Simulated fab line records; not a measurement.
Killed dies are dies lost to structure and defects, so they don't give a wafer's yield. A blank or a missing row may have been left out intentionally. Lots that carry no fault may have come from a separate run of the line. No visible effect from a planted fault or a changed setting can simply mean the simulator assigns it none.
Comparing a struck lot with a sound one || flow n5Finfet || 16 steps out of a route of 1938
Sound: wafers L100.1, L100.3, L100.6. Struck: wafer L107.5 (L107.4, L107.6, from the same lot, were not struck and are left out); the cause is given at the end.
Each step with rows lists, per side, the tool, then ch with its chambers, then its first start. Under that, the readings that differ: sound wafers || struck wafers || difference of the means || sigmas: that difference in standard deviations of wafers without a fault.
alike: readings with means less than 2 such deviations apart, plus words and numbers identical on both sides. not compared: withheld readings, readings lacking a value on some wafer, bounds such as >300 that could conceal the same value, and numbers that have no deviation in the record and whose values overlap.
A row with sigmas, a row that says differs or no value, or rows on one side alone: a step with any of these is where the two part. When numbers do not overlap yet have no deviation, they are printed without sigmas and do not part them. Lack of a reading on every wafer of one side parts them only where that side has two or more wafers.

first, 4 steps without rows for these wafers: N5_BEOL_M2_SPUTTER_90 (material Cu, target thk 4.5 nm, time 8.29 s); N5_BEOL_M2_ANNEAL_91 (time 240 s); N5_BEOL_M2_SPUTTER_92 (material Cu, target thk 4.5 nm, time 8.29 s); N5_BEOL_M2_ANNEAL_93 (time 240 s).
N5_BEOL_M2_SPUTTER_94: material Cu, target thk 4.5 nm, time 8.29 s.
  sound on pvdSputter-02 at day 8 07:42; struck on pvdSputter-03 at day 9 19:07
  alike: throttleValvePct
then, 1 step without rows for these wafers: N5_BEOL_M2_ANNEAL_95 (time 240 s).
N5_BEOL_M2_SPUTTER_96: material Cu, target thk 4.5 nm, time 8.29 s.
  sound on pvdSputter-02 at day 8 07:55; struck on pvdSputter-03 at day 9 19:20
  alike: throttleValvePct
then, 1 step without rows for these wafers: N5_BEOL_M2_ECD_50 (material Cu, target thk 300 nm).
N5_BEOL_M2_ANNEAL_51: time 90 s.
  sound on rtpAnneal-01 ch 0, day 8 08:07; struck on rtpAnneal-02 ch 0, day 9 19:42
  alike: wafer_temp_C_max
N5_BEOL_M2_CMP_52: polishes, stops on SiOC, t overpolish 6.8 s, target thk 40 nm.
  sound on cmp-02 ch 0,1, day 8 08:25; struck on cmp-01 ch 2, day 9 20:00
{"reading": "clearingPlatenDownForcePsi (psi)", "sound": "1.503 1.503 1.501", "struck": 1.495, "difference": -0.007, "sigmas": -2}
  alike: barrierFieldEndpointS, edgeZonePressureFrac, motorCurrentA, overpolishRunS, slurryFlowMlMin, timeToEndpointS
N5_BEOL_M2_THK_MEAS_53: measures by xrf.
  sound on filmMetro-01 at day 8 08:43; struck on filmMetro-02 at day 9 20:11
  alike: M2_THK
N5_BEOL_M2_PRE_CLEAN_60: time 15 s.
  sound on cvdCo-01 ch 0,1,2, day 8 08:45; struck on cvdCo-02 ch 1, day 9 20:19
  alike: heaterPowerW
N5_BEOL_M2_CO_CAP_55: material Co, precursor CCTBA/H2, target thk 2 nm, time 102.1 s.
  sound on cvdCo-01 ch 0,1,2, day 8 08:47; struck on cvdCo-02 ch 1, day 9 20:23
{"reading": "runLengthS (s)", "sound": "125.4 124.4 125.2", "struck": 171.2, "difference": "+46.2", "sigmas": "+76"}
{"reading": "model.Co_of_BEOL_M2_CO_CAP_55.thkNm (nm)", "sound": "2 2 2.2", "struck": 3, "difference": "+1", "sigmas": ""}
  alike: heaterPowerW
then, 1 step without rows for these wafers: N5_BEOL_M2_PRE_CLEAN_56 (time 15 s).
N5_BEOL_M4_RC_MEAS_101:
  sound on prober-02 ch 0, day 9 05:16; struck on prober-01 ch 0, day 10 22:05
  alike: DIBL_N, DIBL_P, IOFF_N, IOFF_P, ION_N, ION_P, SS_N, SS_P, VT_N, VT_P
-- a jump in the record: the struck wafers' starts before and after are 4 days apart (it breaks off in module BEOL_M4 and resumes in module PASSIVATION, where the first step shown is number 1936 of the route) --
N5_PASSIVATION_PROBE_49:
  sound on prober-02 at day 13 06:28; struck on prober-02 at day 15 06:08
{"reading": "killedAtFrontEnd", "sound": "63 34 68", "struck": 29, "difference": -26, "sigmas": -2}
  alike: defectLimitedYield, killed_at_M0_to_M3, killed_at_M4_up, killedAtContacts, killedAtOther, killedDies, killedOpen, killedShort, sort_bin_4_leakage, sort_bin_5_function, sort_bin_6_memory, sortNPass, sortYieldPct

WHERE THEY PART
Last at N5_PASSIVATION_PROBE_49 as far as this record goes, first at N5_BEOL_M2_CMP_52.

WHY: what the simulator had put in
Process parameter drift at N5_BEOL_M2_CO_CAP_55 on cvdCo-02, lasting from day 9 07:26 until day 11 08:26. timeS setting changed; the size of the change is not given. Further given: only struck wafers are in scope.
